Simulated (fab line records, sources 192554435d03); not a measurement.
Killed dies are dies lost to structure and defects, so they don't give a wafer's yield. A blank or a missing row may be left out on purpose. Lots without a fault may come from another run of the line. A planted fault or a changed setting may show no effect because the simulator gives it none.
fab line records | flow n5_finfet | part 2 of 2: steps 23 to 34 of 34
record lots=5 wafers=15 last_day=18
route steps=1938 shown BEOL_M0_SAQP@677 BEOL_M0_CUTY@701
lots that met no fault: from a run of the same line without faults
start_h: hours from the record's first day to the start of the lot's first wafer shown | wait_h: hours since the lot's step before | " the same as in the row above | L1.1+2: a row that stands for several wafers | - no value, or no start given | * or withheld: withheld | < > ~ a bound
route shown NAME@n: a module of which the file shows steps, and the number in the route of the first | usual: mean/standard deviation of fault-free wafers | same: alike in all rows | chamber/n: place in a boat | sites: the reading at each site | _std_site: their standard deviation | _edge_site: outer sites' mean less inner sites' | radius_mm: how far each site lies from the wafer's centre | mask NAME#n: copy n | behind: the tool/chamber that last shaped the wafer | hold: why the lot was held/for how many hours/how that ended | device: the transistor (n, p or np) that didn't switch | end of line: the same wafers' tests at the end of the route | a step without rows: its recipe alone | killed: dies lost to structure and defects at the first sort, not the wafer's yield | map: a wafer's dies, x killed, . not, _ none there
set.NAME: the setting as run; set.NAME@STEP: as run at that earlier step | model.NAME: the simulator's own value behind a step, which no gauge read
lots at some steps of the route; a table a step, a row a wafer
services: from which hour (start_h, from the record's first day; less than 0 if before it) a tool's chamber was out of use, for how many hours, and why
## steps
# step N5_BEOL_M0_SAQP_ETCH_49
# recipe chemistry=CF4/O2 target_depth_a=370 target=SiO2 pressure_mtorr=40 source_w=535 bias_w=49 Ar_flow_sccm=100 cf4_flow_sccm=100 O2_flow_sccm=10 ion_energy_ev=100
# usual drypump_motor_current_A=5.7/0.41 oes_product_au=0.75/0.07 rf_vpp_V=240/5.7 showerhead_plenum_p_Torr=2.19/0.069 throttle_valve_pct=16.00/0.26
# columns lot.wafer tool chamber start_h wait_h drypump_motor_current_A oes_product_au rf_hours_counter_h rf_vpp_V showerhead_plenum_p_Torr throttle_valve_pct
L076.1 rie_diel-02 2 119.48 0.3 5.9 0.77 132 238 2.21 15.89
L076.3 " 1 " " 5.6 0.77 135 235 2.11 16.03
L076.4 " 0 " " 5.6 0.67 240 244 2.27 15.91
L078.2 rie_diel-02 0 131.23 0.3 5.6 0.67 244 244 2.27 15.92
L078.4 " 2 " " 5.9 0.76 136 240 2.21 15.91
L078.5 " 3 " " 5.4 0.84 - 244 2.25 15.75
L082.2 rie_diel-01 1 171.41 0.3 5.3 0.74 152 250 2.10 15.94
L082.3 " 3 " " 6.1 0.71 195 232 2.10 16.31
L082.4 " 2 " " 6.1 0.75 152 241 2.28 15.66
L096.3 rie_diel-01 2 245.67 0.4 6.1 0.72 178 240 2.27 15.70
L096.4 " 1 " " 5.3 0.74 174 252 2.09 16.00
L096.5 " 1 " " 5.3 0.74 - 250 2.09 15.98
L097.2 rie_diel-01 0 255.54 0.3 6.4 0.71 197 248 2.17 15.68
L097.4 " 3 " " 6.0 0.70 223 234 2.09 16.38
L097.6 " 2 " " 6.1 0.72 - 240 2.27 15.70
# step N5_BEOL_M0_SAQP_STRIP_75
# recipe chemistry=CF4 resist=SiARC power_w=300 bias_power_w=75 pressure_mtorr=50 cf4_flow_sccm=150 rf_frequency_hz=6e+07
# usual drypump_motor_current_A=5.7/0.41 oes_product_au=0.174/0.015 rf_vpp_V=270.8/1.2 showerhead_plenum_p_Torr=1.78/0.058 throttle_valve_pct=13.76/0.26
# columns lot.wafer tool chamber start_h wait_h drypump_motor_current_A oes_product_au rf_hours_counter_h rf_vpp_V showerhead_plenum_p_Torr throttle_valve_pct
L076.1 rie_diel-02 2 119.58 0.1 5.9 0.177 132 272.1 1.79 13.62
L076.3 " 1 " " 5.6 0.182 136 270.1 1.71 13.73
L076.4 " 0 " " 5.6 0.152 240 272.3 1.84 13.66
L078.2 rie_diel-02 0 131.33 0.1 5.6 0.159 244 271.4 1.84 13.67
L078.4 " 2 " " 5.9 0.182 136 271.2 1.79 13.64
L078.5 " 3 " " 5.3 0.186 - 270.5 1.84 13.50
L082.2 rie_diel-01 1 171.51 0.1 5.3 0.170 152 269.7 1.71 13.70
L082.3 " 3 " " 6.0 0.165 195 270.0 1.72 14.06
L082.4 " 2 " " 6.1 0.175 152 272.6 1.87 13.47
L096.3 rie_diel-01 2 245.77 0.1 6.1 0.168 178 272.5 1.86 13.52
L096.4 " 1 " " 5.3 0.167 174 270.1 1.71 13.75
L096.5 " 1 " " 5.3 0.169 - 270.4 1.71 13.77
L097.2 rie_diel-01 0 255.64 0.1 6.4 0.169 197 271.0 1.77 13.44
L097.4 " 3 " " 6.1 0.159 223 269.2 1.71 14.13
L097.6 " 2 " " 6.1 0.166 - 271.8 1.86 13.53
# step N5_BEOL_M0_CUTY_COAT_50
# recipe resist=SiARC temp_c=220 time_s=60 spin_rpm=1500 resist_thk_nm=15
# columns lot.wafer tool chamber start_h wait_h
L076.1+3+4 litho_track-02 0 119.63 0.0
L078.2+4+5 litho_track-01 0 131.38 0.0
L082.2+3+4 litho_track-05 0 171.55 0.0
L096.3+4+5 litho_track-01 0 245.82 0.0
L097.2+4+6 litho_track-05 0 255.68 0.0
# step N5_BEOL_M0_CUTY_COAT_51
# recipe resist=CAR-ArF-block spin_rpm=1500 resist_thk_nm=150
# columns lot.wafer tool chamber start_h wait_h
L076.1+3+4 litho_track-02 0 - -
L078.2+4+5 litho_track-01 0 - -
L082.2+3+4 litho_track-05 0 - -
L096.3+4+5 litho_track-01 0 - -
L097.2+4+6 litho_track-05 0 - -
# step N5_BEOL_M0_CUTY_EBR_52
# recipe solvent=PGMEA ebr_width_mm=1.5
# columns lot.wafer tool chamber start_h wait_h
L076.1+3+4 litho_track-02 0 - -
L078.2+4+5 litho_track-01 0 - -
L082.2+3+4 litho_track-05 0 - -
L096.3+4+5 litho_track-01 0 - -
L097.2+4+6 litho_track-05 0 - -
# step N5_BEOL_M0_CUTY_SOFTBAKE_53
# recipe temp_c=110 time_s=60 resist=CAR-ArF-block
# columns lot.wafer tool chamber start_h wait_h
L076.1+3+4 litho_track-02 0 - -
L078.2+4+5 litho_track-01 0 - -
L082.2+3+4 litho_track-05 0 - -
L096.3+4+5 litho_track-01 0 - -
L097.2+4+6 litho_track-05 0 - -
# step N5_BEOL_M0_CUTY_EXPOSE_54
# recipe mask_id=M0_ABLK na=1.35 source_shape=conventional sigma_outer=0.8 polarization=unpolarized dose_mj=36
# same sigma_outer=0.8
# columns lot.wafer tool chamber start_h wait_h mask
L076.1+3+4 arfi_scanner-01 0 119.85 - M0_ABLK#0
L078.2+4+5 arfi_scanner-02 0 131.61 - M0_ABLK#0
L082.2+3+4 arfi_scanner-03 0 171.78 - M0_ABLK#0
L096.3+4+5 arfi_scanner-01 0 246.05 - M0_ABLK#0
L097.2+4+6 arfi_scanner-01 0 255.78 - M0_ABLK#0
# step N5_BEOL_M0_CUTY_PEB_55
# recipe peb_temp_c=110 peb_time_s=60 resist=CAR-ArF-block
# columns lot.wafer tool chamber start_h wait_h
L076.1+3+4 litho_track-05 0 119.91 0.1
L078.2+4+5 litho_track-05 0 131.66 0.0
L082.2+3+4 litho_track-05 0 171.83 0.0
L096.3+4+5 litho_track-02 0 246.10 0.0
L097.2+4+6 litho_track-02 0 255.84 0.0
# step N5_BEOL_M0_CUTY_DEVELOP_56
# recipe develop_time_s=30 developer=TMAH resist=CAR-ArF-block rinse_liquid=diw dry=air_spin dev_temp_c=23
# same develop_time_s=30
# columns lot.wafer tool chamber start_h wait_h
L076.1+3+4 litho_track-05 0 - -
L078.2+4+5 litho_track-05 0 - -
L082.2+3+4 litho_track-05 0 - -
L096.3+4+5 litho_track-02 0 - -
L097.2+4+6 litho_track-02 0 - -
# step N5_BEOL_M0_CUTY_CD_MEAS_57
# recipe target_cd_nm=200 landing_energy_ev=500 detector=se_inlens polarity=line
# usual cd_nm=199.8/1.1
# columns lot.wafer tool chamber start_h wait_h cd_nm
L076.1 cd_sem-02 0 119.98 - 199.6
L076.3 " 0 " " 198.7
L076.4 " 0 " " 199.9
L078.2 cd_sem-03 0 131.73 - 197.9
L078.4 " 0 " " 200.7
L078.5 " 0 " " 198.7
L082.2 cd_sem-02 0 171.90 - 200.0
L082.3 " 0 " " 201.8
L082.4 " 0 " " 199.5
L096.3 cd_sem-02 0 246.17 - 199.0
L096.4 " 0 " " 199.8
L096.5 " 0 " " 199.6
L097.2 cd_sem-03 0 255.90 - 200.4
L097.4 " 0 " " 199.0
L097.6 " 0 " " 200.1
# step N5_BEOL_M0_CUTY_OVL_MEAS_58
# recipe points_per_wafer=44
# usual M0_ABLK_OVL=0.1/0.73
# columns lot.wafer tool chamber start_h wait_h M0_ABLK_OVL[nm]
L076.1 overlay-02 0 120.02 0.0 -0.2
L076.3 " 0 " " 0.2
L076.4 " 0 " " -0.7
L078.2 overlay-02 0 131.75 0.0 -0.8
L078.4 " 0 " " -0.3
L078.5 " 0 " " -0.8
L082.2 overlay-01 0 171.93 0.0 -0.5
L082.3 " 0 " " -0.8
L082.4 " 0 " " -1.2
L096.3 overlay-02 0 246.20 0.0 -1.0
L096.4 " 0 " " -0.1
L096.5 " 0 " " -0.7
L097.2 overlay-01 0 255.93 0.0 -1.1
L097.4 " 0 " " -1.1
L097.6 " 0 " " -0.6
# step N5_BEOL_M0_CUTY_INSPECT_59
# recipe mode=adi inspect_instrument=macro
# usual raw_defect_count=2.0/1.3
# columns lot.wafer tool chamber start_h wait_h raw_defect_count
L076.1 defect_inspect-02 - 120.05 0.0 2
L076.3 " - " " 4
L076.4 " - " " 3
L078.2 defect_inspect-02 - 131.78 0.0 3
L078.4 " - " " 3
L078.5 " - " " 3
L082.2 defect_inspect-01 - 171.95 0.0 2
L082.3 " - " " 2
L082.4 " - " " 1
L096.3 defect_inspect-01 - 246.22 0.0 2
L096.4 " - " " 2
L096.5 " - " " 2
L097.2 defect_inspect-02 - 255.96 0.0 2
L097.4 " - " " 1
L097.6 " - " " 3
## services
# columns tool chamber start_h hours kind
arfi_scanner-01 - 95.09 12.8 repair
euv_scanner-01 - 97.79 0.7 repair
euv_scanner-02 - 99.66 1.0 pm
euv_scanner-02 - 100.91 4.6 pm
rie_diel-03 3 101.29 10.9 repair
rie_diel-01 - 109.57 5.3 repair
arfi_scanner-01 - 116.70 1.3 pm
rie_diel-01 1 126.45 15.1 repair
rie_diel-03 3 146.00 3.7 repair
euv_scanner-02 - 149.54 1.3 repair
euv_scanner-01 - 152.83 1.0 pm
euv_scanner-02 - 155.81 1.0 pm
arfi_scanner-01 - 157.65 1.8 repair
arfi_scanner-01 - 165.72 2.1 repair
arfi_scanner-01 - 172.14 4.9 pm
rie_si-06 2 176.00 10.6 repair
rie_diel-01 1 197.73 6.1 repair
rie_diel-01 1 210.44 1.8 repair
euv_scanner-02 - 211.96 1.0 pm
rie_diel-02 - 212.13 28.1 pm
rie_si-06 0 225.75 1.0 repair
euv_scanner-02 - 227.91 5.8 pm
rie_si-06 0 236.66 3.4 repair
arfi_scanner-01 - 242.20 1.3 pm
